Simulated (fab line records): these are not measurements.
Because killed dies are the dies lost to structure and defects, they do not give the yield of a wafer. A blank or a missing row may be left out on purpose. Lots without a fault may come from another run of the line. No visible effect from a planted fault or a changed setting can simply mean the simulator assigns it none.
Lot-split experiment | flow n5 finfet | 21 wafers read from 7 lots, route of 1938 steps

== THE SPLIT ==
At N5_PASSIVATION_PECVD_01 (deposits SiNx from SiH4/NH3/N2, target thk 200 nm, time 43.2 s), the setting time s was moved away from the recipe's 43.2 s on 4 of the 21 wafers read, by -3.9% to +11.1%. The other wafers ran this setting at the recipe's value.

The reading comes from the split's own step.

== THE READING ==
SiNx_of_PASSIVATION_PECVD_01.thk nm (the simulator's own value, which no gauge read), in nm, at N5_PASSIVATION_PECVD_01 (deposits SiNx from SiH4/NH3/N2, target thk 200 nm, time 43.2 s). The file does not state a usual value for it. Across the 17 wafers here that went through the recipe, the average is 199.5 nm and the standard deviation 3.1 nm.

wafer  | tool, chamber at the split | time s as run, s | against the recipe | SiNx_of_PASSIVATION_PECVD_01.thk nm, nm | against lot-mates on the recipe
L080.2 | pecvd-02, 0                | 41.52            | -3.9%              | 191.2                                   | -8.4
L080.3 | pecvd-02, 2                | 43.2             | recipe             | 199.6                                   | -
L080.5 | pecvd-02, 2                | 41.52            | -3.9%              | 196.8                                   | -2.8
L081.1 | pecvd-01, 1                | 43.2             | recipe             | 191.4                                   | -
L081.3 | pecvd-01, 2                | 43.2             | recipe             | 196.6                                   | -
L081.4 | pecvd-01, 0                | 43.2             | recipe             | 197.4                                   | -
L082.1 | pecvd-02, 0                | 43.2             | recipe             | 202.6                                   | -
L082.3 | pecvd-02, 2                | 43.2             | recipe             | 199.6                                   | -
L082.4 | pecvd-02, 2                | 43.2             | recipe             | 204.6                                   | -
L083.1 | pecvd-02, 1                | 43.2             | recipe             | 196.8                                   | -
L083.4 | pecvd-02, 1                | 43.2             | recipe             | 201.8                                   | -
L083.6 | pecvd-02, 2                | 43.2             | recipe             | 202.6                                   | -
L088.3 | pecvd-02, 0                | 47.38            | +9.7%              | 216.8                                   | +15.5
L088.4 | pecvd-02, 2                | 43.2             | recipe             | 201.4                                   | -
L088.5 | pecvd-02, 0                | 43.2             | recipe             | 201.2                                   | -
L094.1 | pecvd-02, 2                | 43.2             | recipe             | 197.6                                   | -
L094.2 | pecvd-02, 0,1              | 43.2             | recipe             | 198                                     | -
L094.5 | pecvd-02, 0,1              | 43.2             | recipe             | 198                                     | -
L093.2 | pecvd-01, 2                | 47.99            | +11.1%             | 220.6                                   | +19.6
L093.4 | pecvd-01, 0                | 43.2             | recipe             | 202.6                                   | -
L093.5 | pecvd-01, 2                | 43.2             | recipe             | 199.4                                   | -
Where a row lists several chambers, the file gives one row for several wafers and doesn't say which wafer went through which chamber.

THE FIT
A straight line over all 21 wafers: SiNx_of_PASSIVATION_PECVD_01.thk nm changes by +1.79 nm for each +1% of time s; r = +0.90; the points scatter about the line by 3.1 nm.
The same after taking each lot's own level away (the mean of its wafers on the recipe; 21 wafers): +1.66 nm for each +1%; r = +0.95; scatter 2 nm.
That fit puts the effect of the largest move of time s on the reading at 18 nm.
Measured against the standard deviation above, the lots' own levels, which go from 195.13 to 202.27 nm, span 2.3 times it.
The two slopes are in agreement: the lot-to-lot level therefore moves the slope only a little.
Check: with one of the wafers moved furthest among these (+11.1%) left out of the fit, the line predicts +17.4 nm for it against its lot-mates. Against them it came out at +19.6 nm.

== THESE WAFERS: OTHER SPLITS ==
These wafers also went through other splits before the reading. Each is held against what the fit with the lots' levels taken away leaves over:
other split on the same wafers | wafers away from the commonest value | r with SiNx_of_PASSIVATION_PECVD_01.thk nm (lot level and that fit taken away)
N5_MIM_BOT_ETCH_ETCH_04 time s | 5                                    | -0.13

== FILE'S OWN FIT ==
SiNx_of_PASSIVATION_PECVD_01.thk nm changes by +1.68 nm for each +1% of time s, r = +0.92.
